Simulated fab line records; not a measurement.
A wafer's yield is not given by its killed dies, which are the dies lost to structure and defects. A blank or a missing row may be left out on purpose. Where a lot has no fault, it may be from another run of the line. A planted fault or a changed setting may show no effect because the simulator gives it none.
2 desks looking at one fault ; flow n5 finfet ; what lay behind the numbers comes last; until then each desk has only its own

THE METROLOGY DESK
What the gauges read for every lot (on any tool): the sampled wafers with a number, averaged. The brackets show how far a lot's mean lies from the usual mean; more than 4 standard deviations puts the lot out of limits, marked OUT. Of its 10 readings 7 are shown: those that lie furthest out on some lot.
Columns: A = DIBL_N at N5_BEOL_M4_RC_MEAS_101, usual 36.3 mV/V; B = DIBL_P at N5_BEOL_M4_RC_MEAS_101, usual 36.2 mV/V; C = IOFF_N at N5_BEOL_M4_RC_MEAS_101, usual 0.157 nA/um; D = ION_N at N5_BEOL_M4_RC_MEAS_101, usual 673 uA/um; E = SS_N at N5_BEOL_M4_RC_MEAS_101, usual 71.5 mV/dec; F = SS_P at N5_BEOL_M4_RC_MEAS_101, usual 73.2 mV/dec; G = VT_P at N5_BEOL_M4_RC_MEAS_101, usual -250.6 mV
lot;first seen here;A;B;C;D;E;F;G
L684;day 8 05:14;34.8;34.3;0.153;672;71.6;73.2;-254.7
L686;day 9 07:48;35.9;36.5;0.152;669;71.2;73.5;-250.8
L687;day 9 09:42;37.7;36.7;0.168;681;71.7;73.2;-250.6
L685;day 9 11:23;35.9;36.1;0.137;675;71.0;72.7;-251.4
L693;day 10 21:26;37.0;37.3;0.165;673;72.6;73.3;-251.4
This desk found nothing out of limits on any of the 5 lots.

TOOL OWNER'S DESK, litho track-05
The tool's own readings at N5_BEOL_M3_COAT_67 (time 60 s, resist thk 60 nm): means of the sampled wafers that have a number, for each lot that ran on this tool. The brackets show how far a lot's mean lies from the usual mean; more than 4 standard deviations puts the lot out of limits, marked OUT.
Columns: A = spin speed rpm at N5_BEOL_M3_COAT_67, usual 1499.8 rpm
lot;first seen here;A
L684;day 7 11:01;1501.2
L686;day 8 07:14;1362.4 (-99 or more) OUT
L687;day 8 10:37;1361.2 (-99 or more) OUT
L685;day 8 12:31;1361.7 (-99 or more) OUT
This desk's finding: out of limits on L685, L686, L687; first on L686, day 8 07:14 (spin speed rpm at N5_BEOL_M3_COAT_67). Within limits: L684.

TAKEN TOGETHER
An alarm could have come from the tool owner's desk at day 8 07:14, on L685, L686, L687.
At the metrology desk, nothing out of limits was observed.
The metrology desk has L685, L686, L687 on record, within its limits.
All the named lots went through N5_BEOL_M3_COAT_67 on litho track-05.

WHAT THE SIMULATOR PUT IN
Process parameters drifting: litho track-05 at N5_BEOL_M3_COAT_67, beginning at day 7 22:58. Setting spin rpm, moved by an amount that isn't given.
Lots struck among those shown: L685, L686, L687.
Each desk's first reading out of limits, in hours after the fault started: the tool owner's desk, 8.
